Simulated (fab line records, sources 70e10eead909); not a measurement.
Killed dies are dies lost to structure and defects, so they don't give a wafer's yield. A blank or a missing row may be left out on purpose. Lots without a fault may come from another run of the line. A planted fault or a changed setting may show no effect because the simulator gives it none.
fab line records | flow nand_harc
record lots=24 wafers=72 last_day=24
route steps=1159 shown P_GATE@174 P_M0@279 P_M1@297 P_M2@331 P_BONDPAD@364
lots that met no fault: from a run of the same line without faults
start_h: hours from the record's first day to the start of the lot's first wafer shown | wait_h: hours since the lot's step before | " the same as in the row above | L1.1+2: a row that stands for several wafers | - no value, or no start given | * or withheld: withheld | < > ~ a bound
route shown NAME@n: a module of which the file shows steps, and the number in the route of the first | usual: mean/standard deviation of fault-free wafers | same: alike in all rows | chamber/n: place in a boat | sites: the reading at each site | _std_site: their standard deviation | _edge_site: outer sites' mean less inner sites' | radius_mm: how far each site lies from the wafer's centre | mask NAME#n: copy n | behind: the tool/chamber that last shaped the wafer | hold: why the lot was held/for how many hours/how that ended | device: the transistor (n, p or np) that didn't switch | end of line: the same wafers' tests at the end of the route | a step without rows: its recipe alone | killed: dies lost to structure and defects at the first sort, not the wafer's yield | map: a wafer's dies, x killed, . not, _ none there
set.NAME: the setting as run; set.NAME@STEP: as run at that earlier step | model.NAME: the simulator's own value behind a step, which no gauge read
steps of the route over a sample of lots; a table a step, a row a wafer
services: from which hour (start_h, from the record's first day; less than 0 if before it) a tool's chamber was out of use, for how many hours, and why
## steps
# step NHARC_P_GATE_STRIP_111
# recipe power_w=1500 temp_c=110 time_s=250 chemistry=N2/H2
# usual drypump_motor_current_A=5.8/0.59 heater_power_w=90/9.2 rf_refl_power_W=21/6.6 temp_c=110.01/0.13
# columns lot.wafer tool chamber start_h wait_h drypump_motor_current_A heater_power_w rf_hours_counter_h rf_refl_power_W temp_c
L074.3 plasma_asher-02 0 102.05 0.3 6.6 89 - 32 109.83
L074.4 " 1 " " 5.0 80 - 20 109.99
L074.6 " 1 " " 4.9 80 - 20 110.13
L075.1 plasma_asher-02 0 112.26 0.2 6.7 89 35 29 110.23
L075.4 " 0 " " 6.7 88 - 30 110.26
L075.6 " 1 " " 4.9 80 - 20 110.03
L076.2 plasma_asher-01 0 112.52 0.3 5.5 106 1 13 110.21
L076.3 " 0 " " 5.5 105 - 13 109.96
L076.6 " 1 " " 6.1 87 - 19 110.03
L077.1 plasma_asher-02 1 119.54 0.2 4.9 79 37 20 109.96
L077.4 " 0 " " 6.6 87 - 33 110.05
L077.6 " 1 " " 4.9 79 - 21 109.83
L078.2 plasma_asher-02 0 128.08 0.2 6.6 88 39 31 110.12
L078.6 " 1 " " 5.0 81 - 20 109.96
L078.5 " 0 " " 6.5 88 - 31 110.07
L081.2 plasma_asher-02 1 140.33 0.2 4.9 80 42 21 110.02
L081.1 " 0 " " 6.6 87 42 32 110.08
L081.5 " 0 " " 6.6 89 - 33 110.26
L080.2 plasma_asher-01 0 141.02 0.2 5.6 105 8 13 110.09
L080.3 " 1 " " 6.0 86 - 18 110.00
L080.5 " 0 " " 5.6 104 - 13 110.08
L079.4 plasma_asher-01 1 143.06 0.2 6.0 88 - 19 109.74
L079.3 " 0 " " 5.6 106 - 14 109.98
L079.6 " 0 " " 5.5 102 - 14 110.01
L082.2 plasma_asher-01 0 150.05 0.2 5.5 104 12 14 110.06
L082.1 " 1 " " 6.1 87 12 19 109.89
L082.4 " 0 " " 5.5 103 - 14 110.04
L083.1 plasma_asher-02 0 154.59 0.2 6.6 90 49 31 110.30
L083.4 " 0 " " 6.6 88 - 31 110.20
L083.5 " 1 " " 5.0 79 - 20 109.91
L084.4 plasma_asher-01 0 155.00 0.2 5.5 106 - 14 110.22
L084.3 " 1 " " 6.1 87 - 18 109.87
L084.6 " 1 " " 6.1 85 - 20 110.01
L087.1 plasma_asher-02 1 179.70 0.2 4.9 80 56 20 110.07
L087.3 " 0 " " 6.6 89 - 31 110.12
L087.5 " 1 " " 4.9 80 - 20 110.03
L086.1 plasma_asher-01 0 180.19 0.2 5.5 102 22 14 109.84
L086.2 " 1 " " 6.0 88 22 21 110.21
L086.4 " 1 " " 6.1 87 - 18 110.04
L085.1 plasma_asher-01 1 186.09 0.2 6.0 88 25 18 109.79
L085.2 " 0 " " 5.5 105 25 13 109.84
L085.5 " 1 " " 6.0 89 - 19 110.01
L088.3 plasma_asher-01 0 190.48 0.8 5.5 103 - 14 110.12
L088.4 " 1 " " 6.0 85 - 20 109.90
L088.6 " 0 " " 5.5 106 - 14 110.03
L090.1 plasma_asher-01 1 196.13 0.2 6.1 88 30 16 109.96
L090.2 " 0 " " 5.5 102 30 13 109.81
L090.6 " 1 " " 6.1 86 - 19 109.96
L089.4 plasma_asher-01 0 196.68 0.2 5.5 105 - 13 109.88
L089.6 " 0 " " 5.5 106 - 13 109.98
L089.5 " 1 " " 6.0 85 - 18 110.05
L091.2 plasma_asher-01 1 205.52 0.2 6.1 85 33 19 110.04
L091.3 " 1 " " 6.1 86 - 19 110.25
L091.6 " 1 " " 6.1 84 - 19 110.02
L094.1 plasma_asher-01 1 211.83 0.2 6.0 87 35 18 109.82
L094.2 " 0 " " 5.5 100 35 13 109.99
L094.4 " 0 " " 5.5 106 - 13 109.81
L093.2 plasma_asher-02 0 213.12 0.4 6.6 87 8 32 110.08
L093.6 " 1 " " 4.9 77 - 20 110.01
L093.5 " 0 " " 6.6 87 - 34 110.02
L092.2 plasma_asher-01 1 218.41 0.3 6.1 85 39 18 110.33
L092.3 " 0 " " 5.6 101 - 14 110.19
L092.6 " 0 " " 5.6 105 - 13 109.91
L095.2 plasma_asher-02 1 229.79 0.2 5.0 78 13 20 110.11
L095.4 " 0 " " 6.7 85 - 34 109.97
L095.3 " 1 " " 5.0 80 - 21 109.97
L096.1 plasma_asher-02 1 230.16 0.4 5.0 80 13 20 109.93
L096.3 " 0 " " 6.6 86 - 32 109.91
L096.4 " 1 " " 5.0 79 - 20 109.90
L097.4 plasma_asher-02 1 243.01 0.3 5.0 80 - 21 110.09
L097.6 " 0 " " 6.6 88 - 31 110.05
L097.5 " 1 " " 5.0 79 - 21 110.11
# step NHARC_P_M0_THK_MEAS_24
# recipe thk_meas_gauge=xrf
# usual thk_nm=117.5/1.5
# columns lot.wafer tool chamber start_h wait_h thk_nm
L074.3 film_metro-01 - 121.62 - 117.4
L074.4 " - " " 118.2
L074.6 " - " " 114.9
L075.1 film_metro-02 - 130.79 - 117.8
L075.4 " - " " 115.3
L075.6 " - " " 117.5
L076.2 film_metro-01 - 131.28 - 115.7
L076.3 " - " " 118.5
L076.6 " - " " 115.1
L077.1 film_metro-01 - 140.42 - 117.3
L077.4 " - " " 118.5
L077.6 " - " " 118.1
L078.2 film_metro-02 - 142.19 - 118.4
L078.5 " - " " 118.9
L078.6 " - " " 120.4
L081.1 film_metro-02 - 157.29 - 116.1
L081.2 " - " " 118.3
L081.5 " - " " 113.2
L080.2 film_metro-01 - 158.22 - 119.1
L080.3 " - " " 117.5
L080.5 " - " " 116.4
L079.3 film_metro-02 - 158.81 - 118.8
L079.4 " - " " 117.6
L079.6 " - " " 118.2
L082.1 film_metro-01 - 165.10 - 118.1
L082.2 " - " " 117.8
L082.4 " - " " 114.9
L083.1 film_metro-01 - 168.83 - 117.7
L083.4 " - " " 118.2
L083.5 " - " " 116.6
L084.3 film_metro-02 - 174.02 - 117.3
L084.4 " - " " 117.7
L084.6 " - " " 117.4
L087.1 film_metro-02 - 194.85 - 119.6
L087.3 " - " " 116.2
L087.5 " - " " 117.3
L086.1 film_metro-02 - 195.85 - 117.6
L086.2 " - " " 117.0
L086.4 " - " " 116.3
L085.1 film_metro-02 - 215.54 - 115.7
L085.2 " - " " 117.5
L085.5 " - " " 118.0
L088.3 film_metro-02 - 217.32 - 118.9
L088.4 " - " " 118.5
L088.6 " - " " 116.1
L090.1 film_metro-02 - 223.69 - 117.1
L090.2 " - " " 115.9
L090.6 " - " " 117.6
L089.4 film_metro-01 - 224.23 - 117.3
L089.5 " - " " 118.1
L089.6 " - " " 118.9
L091.2 film_metro-02 - 225.20 - 118.0
L091.3 " - " " 121.1
L091.6 " - " " 118.9
L094.1 film_metro-02 - 233.18 - 116.5
L094.2 " - " " 118.2
L094.4 " - " " 118.1
L093.2 film_metro-01 - 235.33 - 116.3
L093.5 " - " " 117.9
L093.6 " - " " 117.7
L092.2 film_metro-01 - 235.39 - 116.0
L092.3 " - " " 117.9
L092.6 " - " " 118.9
L095.2 film_metro-01 - 248.37 - 119.1
L095.3 " - " " 118.2
L095.4 " - " " 116.3
L096.1 film_metro-01 - 249.00 - 117.7
L096.3 " - " " 119.6
L096.4 " - " " 120.0
L097.4 film_metro-02 - 257.49 - 116.1
L097.5 " - " " 115.9
L097.6 " - " " 117.3
# step NHARC_P_M1_INSPECT_11
# usual raw_defect_count=4.2/2.6
# columns lot.wafer tool chamber start_h wait_h raw_defect_count
L074.3 defect_inspect-02 - 123.30 0.0 1
L074.4 " - " " 1
L074.6 " - " " 3
L075.1 defect_inspect-02 - 132.50 0.0 5
L075.4 " - " " 4
L075.6 " - " " 3
L076.2 defect_inspect-02 - 132.84 0.0 3
L076.3 " - " " 5
L076.6 " - " " 3
L077.1 defect_inspect-02 - 142.13 0.1 4
L077.4 " - " " 6
L077.6 " - " " 11
L078.2 defect_inspect-01 - 143.72 0.0 2
L078.5 " - " " 0
L078.6 " - " " 2
L081.1 defect_inspect-02 - 159.01 0.0 0
L081.2 " - " " 2
L081.5 " - " " 1
L080.2 defect_inspect-01 - 160.03 0.0 6
L080.3 " - " " 3
L080.5 " - " " 4
L079.3 defect_inspect-01 - 160.73 0.0 2
L079.4 " - " " 3
L079.6 " - " " 5
L082.1 defect_inspect-02 - 167.22 0.0 8
L082.2 " - " " 3
L082.4 " - " " 1
L083.1 defect_inspect-02 - 170.71 0.0 10
L083.4 " - " " 13
L083.5 " - " " 10
L084.3 defect_inspect-01 - 175.55 0.0 2
L084.4 " - " " 2
L084.6 " - " " 1
L087.1 defect_inspect-01 - 196.48 0.0 4
L087.3 " - " " 4
L087.5 " - " " 6
L086.1 defect_inspect-01 - 197.37 0.0 9
L086.2 " - " " 3
L086.4 " - " " 6
L085.1 defect_inspect-01 - 217.20 0.0 3
L085.2 " - " " 2
L085.5 " - " " 7
L088.3 defect_inspect-01 - 218.87 0.0 2
L088.4 " - " " 3
L088.6 " - " " 4
L090.1 defect_inspect-01 - 225.36 0.0 1
L090.2 " - " " 7
L090.6 " - " " 3
L089.4 defect_inspect-01 - 226.12 0.0 2
L089.5 " - " " 6
L089.6 " - " " 2
L091.2 defect_inspect-02 - 226.94 0.0 5
L091.3 " - " " 7
L091.6 " - " " 8
L094.1 defect_inspect-02 - 234.86 0.0 4
L094.2 " - " " 4
L094.4 " - " " 11
L093.2 defect_inspect-01 - 236.88 0.0 6
L093.5 " - " " 3
L093.6 " - " " 5
L092.2 defect_inspect-01 - 237.10 0.0 1
L092.3 " - " " 2
L092.6 " - " " 1
L095.2 defect_inspect-01 - 249.96 0.1 2
L095.3 " - " " 3
L095.4 " - " " 4
L096.1 defect_inspect-01 - 250.78 0.0 6
L096.3 " - " " 3
L096.4 " - " " 3
L097.4 defect_inspect-01 - 259.16 0.0 4
L097.5 " - " " 4
L097.6 " - " " 4
# step NHARC_P_M2_DESCUM_14
# recipe time_s=3 o2_flow_sccm=200 ar_flow_sccm=0 bias_power_w=0 chemistry=O2
# usual drypump_motor_current_A=5.7/0.39 o2_flow_sccm=200.0/0.54 oes_product_au=0.996/0.0096 rf_vpp_V=57.8/0.97 showerhead_plenum_p_Torr=1.88/0.088 throttle_valve_pct=11.311/0.0092
# columns lot.wafer tool chamber start_h wait_h drypump_motor_current_A o2_flow_sccm oes_product_au rf_hours_counter_h rf_vpp_V showerhead_plenum_p_Torr throttle_valve_pct
L074.3 rie_diel-03 1 127.58 0.1 5.6 200.2 1.011 3 58.0 1.88 11.310
L074.4 " 2 " " 6.1 201.0 0.991 2 58.0 1.79 11.317
L074.6 " 3 " " 6.3 199.5 1.004 - 57.8 2.03 11.310
L075.4 rie_diel-03 1 136.65 0.1 5.6 199.4 0.998 3 57.1 1.88 11.320
L075.1 " 3 " " 6.3 200.7 0.996 3 59.2 2.02 11.302
L075.6 " 0 " " 5.5 200.7 0.988 - 56.4 1.92 11.320
L076.2 rie_diel-11 2 137.04 0.1 5.8 199.3 0.989 24 56.7 1.80 11.321
L076.3 " 3 " " 5.2 200.3 1.008 25 57.3 1.79 11.319
L076.6 " 2 " " 5.9 198.5 0.985 - 57.0 1.80 11.308
L077.1 rie_diel-03 1 146.36 0.1 5.6 200.3 0.998 3 58.3 1.88 11.304
L077.4 " 3 " " 6.3 199.7 1.000 3 58.4 2.02 11.305
L077.6 " 0 " " 5.5 201.1 0.999 - 57.1 1.92 11.306
L078.2 rie_diel-11 0 147.81 0.1 5.2 199.6 0.993 24 58.7 1.99 11.320
L078.6 " 2 " " 5.8 200.6 0.987 - 56.8 1.80 11.301
L078.5 " 3 " " 5.2 199.7 1.006 - 57.5 1.79 11.306
L081.1 rie_diel-03 1 163.38 0.1 5.7 200.2 1.002 4 57.5 1.88 11.316
L081.2 " 2 " " 6.2 199.8 1.002 4 56.9 1.79 11.299
L081.5 " 3 " " 6.3 200.1 1.000 - 60.0 2.02 11.318
L080.2 rie_diel-11 3 164.62 0.1 5.2 200.2 0.997 31 56.5 1.78 11.307
L080.3 " 0 " " 5.2 199.6 1.003 28 59.7 1.99 11.303
L080.5 " 3 " " 5.2 200.2 1.021 - 56.3 1.78 11.312
L079.4 rie_diel-03 1 165.83 0.1 5.6 199.7 0.992 4 56.6 1.88 11.307
L079.3 " 2 " " 6.2 199.8 1.001 4 57.8 1.79 11.309
L079.6 " 3 " " 6.3 199.8 0.997 - 59.8 2.02 11.299
L082.4 rie_diel-03 1 171.30 0.1 5.7 199.5 0.993 4 58.7 1.88 11.305
L082.2 " 2 " " 6.1 200.4 0.992 4 58.3 1.79 11.336
L082.1 " 0 " " 5.5 200.1 0.988 4 57.9 1.92 11.321
L083.1 rie_diel-03 3 174.85 0.1 6.3 199.1 0.999 4 57.7 2.02 11.315
L083.4 " 0 " " 5.5 200.4 0.981 5 58.7 1.92 11.314
L083.5 " 2 " " 6.2 200.1 1.001 - 57.0 1.79 11.319
L084.3 rie_diel-03 2 179.81 0.1 6.2 199.5 1.003 5 58.0 1.79 11.317
L084.4 " 3 " " 6.3 200.1 0.997 4 58.6 2.02 11.309
L084.6 " 2 " " 6.2 200.2 0.995 - 57.9 1.79 11.310
L087.1 rie_diel-09 1 200.58 0.1 5.0 201.1 0.976 45 58.0 1.84 11.311
L087.3 " 3 " " 5.4 200.5 0.994 37 59.2 1.95 11.317
L087.5 " 0 " " 5.4 199.6 1.016 - 55.4 1.77 11.314
L086.2 rie_diel-03 1 201.60 0.1 5.6 199.4 0.992 6 58.1 1.88 11.308
L086.1 " 2 " " 6.2 199.9 1.003 6 58.5 1.79 11.318
L086.4 " 3 " " 6.3 200.3 1.004 5 59.6 2.02 11.300
L085.2 rie_diel-09 2 221.48 0.1 6.4 199.2 1.005 46 57.6 1.98 11.302
L085.1 " 3 " " 5.4 199.7 0.993 46 58.3 1.95 11.317
L085.5 " 0 " " 5.4 199.8 1.013 - 56.6 1.77 11.300
L088.4 rie_diel-11 1 223.10 0.1 5.7 200.9 0.995 0 56.0 1.78 11.314
L088.3 " 0 " " 5.2 199.8 1.005 3 57.9 1.99 11.323
L088.6 " 1 " " 5.7 200.4 0.986 - 58.2 1.78 11.316
L090.1 rie_diel-03 0 229.60 0.1 5.5 199.8 0.975 0 56.7 1.92 11.300
L090.2 " 3 " " 6.3 199.9 0.987 0 59.3 2.02 11.304
L090.6 " 1 " " 5.7 199.9 1.000 - 58.1 1.88 11.319
L089.4 rie_diel-03 1 230.32 0.1 5.5 200.0 1.007 0 59.1 1.88 11.315
L089.6 " 3 " " 6.3 200.0 1.002 - 57.6 2.02 11.320
L089.5 " 0 " " 5.5 199.6 0.978 - 58.0 1.92 11.306
L091.2 rie_diel-03 0 231.15 0.1 5.5 199.1 0.980 0 59.0 1.92 11.314
L091.3 " 2 " " 6.1 200.8 0.994 0 57.2 1.79 11.301
L091.6 " 1 " " 5.6 200.2 1.012 - 57.3 1.88 11.317
L094.4 rie_diel-03 2 239.07 0.1 6.2 199.9 0.991 1 56.8 1.79 11.313
L094.1 " 3 " " 6.3 200.1 0.994 1 59.7 2.02 11.319
L094.2 " 0 " " 5.6 200.0 0.993 1 56.5 1.92 11.303
L093.2 rie_diel-11 1 240.97 0.1 5.7 199.8 0.988 5 57.0 1.78 11.306
L093.5 " 0 " " 5.2 200.1 1.008 - 59.4 1.98 11.299
L093.6 " 1 " " 5.7 200.7 0.987 - 56.8 1.78 11.301
L092.3 rie_diel-11 3 241.35 0.1 5.2 200.1 0.996 5 57.2 1.78 11.322
L092.2 " 2 " " 5.8 200.2 1.008 7 56.8 1.79 11.323
L092.6 " 0 " " 5.2 199.6 1.008 - 57.1 1.98 11.318
L095.4 rie_diel-03 1 254.08 0.1 5.6 200.3 1.025 1 58.6 1.88 11.311
L095.3 " 2 " " 6.2 200.6 0.991 1 56.8 1.79 11.323
L095.2 " 3 " " 6.3 199.2 0.997 1 59.3 2.02 11.301
L096.3 rie_diel-03 3 254.88 0.1 6.3 200.7 0.986 1 57.5 2.02 11.323
L096.1 " 1 " " 5.6 200.3 1.002 1 58.2 1.88 11.311
L096.4 " 2 " " 6.1 200.5 0.988 1 56.9 1.79 11.313
L097.4 rie_diel-03 1 263.42 0.1 5.6 201.1 1.005 1 57.5 1.88 11.319
L097.6 " 2 " " 6.2 201.1 0.993 - 57.3 1.79 11.317
L097.5 " 3 " " 6.3 199.0 1.008 - 57.7 2.02 11.321
# step NHARC_P_M2_DEP_33
# recipe target_thk_a=300 temp_c=370 target_thk_nm=30 pressure_torr=3 flow_sccm=200 rf_w=450 material=SiCN
# usual heater_power_w=540/66 susceptor_temp_C=369.98/0.22
# columns lot.wafer tool chamber start_h wait_h heater_power_w susceptor_temp_C
L074.3 pecvd-04 1 130.32 0.1 472 369.94
L074.6 " 1 " " 468 369.88
L074.4 " 2 " " 652 370.01
L075.1 pecvd-02 2 139.38 0.1 494 369.92
L075.6 " 2 " " 493 369.39
L075.4 " 0 " " 542 369.74
L076.2 pecvd-03 0 140.10 0.1 544 369.88
L076.3 " 2 " " 581 370.32
L076.6 " 1 " " 550 370.08
L077.1 pecvd-04 1 149.15 0.1 524 370.39
L077.6 " 1 " " 513 370.36
L077.4 " 2 " " 579 370.13
L078.2 pecvd-02 0 150.88 0.1 528 370.07
L078.6 " 2 " " 484 369.58
L078.5 " 0 " " 531 369.99
L081.2 pecvd-03 0 166.16 0.1 534 370.09
L081.1 " 1 " " 534 370.00
L081.5 " 1 " " 544 369.86
L080.3 pecvd-02 0 167.38 0.1 602 370.44
L080.2 " 2 " " 597 369.85
L080.5 " 1 " " 524 370.03
L079.3 pecvd-03 2 168.79 0.1 564 369.68
L079.4 " 2 " " 594 369.65
L079.6 " 1 " " 542 370.20
L082.1 pecvd-04 0 174.06 0.1 412 370.07
L082.2 " 2 " " 579 370.32
L082.4 " 2 " " 603 369.71
L083.1 pecvd-03 1 177.69 0.1 508 370.12
L083.4 " 2 " " 549 369.99
L083.5 " 0 " " 565 369.98
L084.3 pecvd-04 2 182.79 0.1 591 369.70
L084.4 " 2 " " 592 369.83
L084.6 " 1 " " 562 370.23
L087.3 pecvd-02 1 203.35 0.1 626 369.95
L087.1 " 2 " " 521 370.26
L087.5 " 1 " " 612 369.60
L086.1 pecvd-03 2 204.30 0.1 570 370.05
L086.2 " 0 " " 598 370.03
L086.4 " 0 " " 619 369.83
L085.2 pecvd-04 2 224.49 0.1 678 370.16
L085.1 " 0 " " 504 370.22
L085.5 " 1 " " 494 369.84
L088.3 pecvd-04 0 225.93 0.1 506 369.79
L088.4 " 2 " " 661 369.93
L088.6 " 0 " " 506 370.09
L090.1 pecvd-03 1 232.33 0.1 560 369.89
L090.2 " 0 " " 589 369.45
L090.6 " 2 " " 504 369.82
L089.5 pecvd-04 0 233.22 0.2 466 369.69
L089.4 " 1 " " 480 370.03
L089.6 " 2 " " 662 369.99
L091.3 pecvd-04 2 234.03 0.1 640 369.97
L091.2 " 1 " " 434 369.68
L091.6 " 1 " " 456 369.83
L094.2 pecvd-03 0 241.82 0.1 635 370.18
L094.1 " 1 " " 517 370.16
L094.4 " 0 " " 628 369.90
L093.2 pecvd-03 1 243.78 0.1 535 369.55
L093.6 " 2 " " 479 369.98
L093.5 " 0 " " 630 370.08
L092.3 pecvd-04 0 244.08 0.1 453 369.99
L092.2 " 1 " " 466 369.98
L092.6 " 0 " " 460 369.86
L095.3 pecvd-04 1 256.87 0.1 410 370.05
L095.2 " 2 " " 573 369.58
L095.4 " 2 " " 571 369.87
L096.3 pecvd-04 0 257.74 0.1 443 369.87
L096.1 " 2 " " 600 370.21
L096.4 " 1 " " 505 370.19
L097.5 pecvd-04 2 266.23 0.2 605 369.97
L097.4 " 0 " " 483 370.13
L097.6 " 1 " " 422 369.88
# step NHARC_P_BONDPAD_CD_MEAS_09
# recipe target_cd_nm=500 landing_energy_ev=500
# usual cd_nm=499.7/2.2
# columns lot.wafer tool chamber start_h wait_h cd_nm
L074.3 cd_sem-01 0 131.79 - 501.6
L074.4 " 0 " " 502.5
L074.6 " 0 " " 501.1
L075.1 cd_sem-02 0 141.01 - 497.3
L075.4 " 0 " " 498.7
L075.6 " 0 " " 499.0
L076.2 cd_sem-02 0 141.73 - 501.4
L076.3 " 0 " " 500.2
L076.6 " 0 " " 498.0
L077.1 cd_sem-02 0 150.92 - 501.5
L077.4 " 0 " " 501.3
L077.6 " 0 " " 501.1
L078.2 cd_sem-02 0 152.43 - 499.9
L078.5 " 0 " " 501.3
L078.6 " 0 " " 502.5
L081.1 cd_sem-02 0 167.80 - 497.9
L081.2 " 0 " " 498.3
L081.5 " 0 " " 499.6
L080.2 cd_sem-02 0 169.02 - 500.0
L080.3 " 0 " " 498.4
L080.5 " 0 " " 497.5
L079.3 cd_sem-03 0 170.41 - 497.0
L079.4 " 0 " " 495.6
L079.6 " 0 " " 499.3
L082.1 cd_sem-02 0 175.71 - 498.0
L082.2 " 0 " " 497.9
L082.4 " 0 " " 496.2
L083.1 cd_sem-02 0 179.13 - 498.2
L083.4 " 0 " " 501.9
L083.5 " 0 " " 500.1
L084.3 cd_sem-01 0 184.39 - 503.6
L084.4 " 0 " " 500.8
L084.6 " 0 " " 501.4
L087.1 cd_sem-02 0 204.80 - 500.2
L087.3 " 0 " " 501.9
L087.5 " 0 " " 497.0
L086.1 cd_sem-02 0 205.81 - 495.6
L086.2 " 0 " " 498.0
L086.4 " 0 " " 493.5
L085.1 cd_sem-03 0 226.10 - 500.6
L085.2 " 0 " " 501.8
L085.5 " 0 " " 499.2
L088.3 cd_sem-03 0 227.50 - 497.8
L088.4 " 0 " " 497.8
L088.6 " 0 " " 499.7
L090.1 cd_sem-02 0 233.85 - 500.7
L090.2 " 0 " " 499.5
L090.6 " 0 " " 495.9
L089.4 cd_sem-02 0 234.60 - 500.9
L089.5 " 0 " " 502.8
L089.6 " 0 " " 500.1
L091.2 cd_sem-02 0 235.71 - 497.3
L091.3 " 0 " " 496.4
L091.6 " 0 " " 497.6
L094.1 cd_sem-02 0 243.42 - 499.4
L094.2 " 0 " " 499.6
L094.4 " 0 " " 497.6
L093.2 cd_sem-01 0 245.21 - 501.9
L093.5 " 0 " " 501.7
L093.6 " 0 " " 500.4
L092.2 cd_sem-01 0 245.71 - 501.7
L092.3 " 0 " " 501.1
L092.6 " 0 " " 502.7
L095.2 cd_sem-03 0 258.54 - 503.6
L095.3 " 0 " " 503.4
L095.4 " 0 " " 501.2
L096.1 cd_sem-02 0 259.23 - 498.6
L096.3 " 0 " " 498.8
L096.4 " 0 " " 500.0
L097.4 cd_sem-01 0 267.95 - 502.6
L097.5 " 0 " " 501.7
L097.6 " 0 " " 501.1
## services
# columns tool chamber start_h hours kind
rie_diel-03 - 89.83 0.3 repair
rie_diel-11 0 91.15 2.8 repair
pecvd-03 0 96.22 8.7 repair
plasma_asher-01 - 99.74 9.0 pm
pecvd-03 - 111.00 13.0 pm
rie_diel-03 3 111.01 12.5 repair
rie_diel-11 - 122.58 0.6 repair
pecvd-03 2 125.43 4.9 repair
rie_diel-09 2 136.93 8.3 repair
pecvd-03 2 141.84 4.6 repair
rie_diel-09 3 144.69 6.2 repair
rie_diel-03 3 146.83 2.6 repair
pecvd-02 - 153.53 13.0 pm
pecvd-04 1 153.72 23.2 repair
rie_diel-11 1 160.96 54.7 repair
rie_diel-11 3 180.19 3.9 repair
plasma_asher-02 - 183.00 9.0 pm
rie_diel-11 - 189.50 9.0 pm
pecvd-03 - 189.66 0.6 repair
pecvd-04 - 195.42 13.0 pm
rie_diel-11 3 200.19 10.1 repair
rie_diel-11 3 212.09 6.8 repair
rie_diel-03 - 215.33 9.0 pm
pecvd-02 - 219.77 1.0 repair
## key
fault none
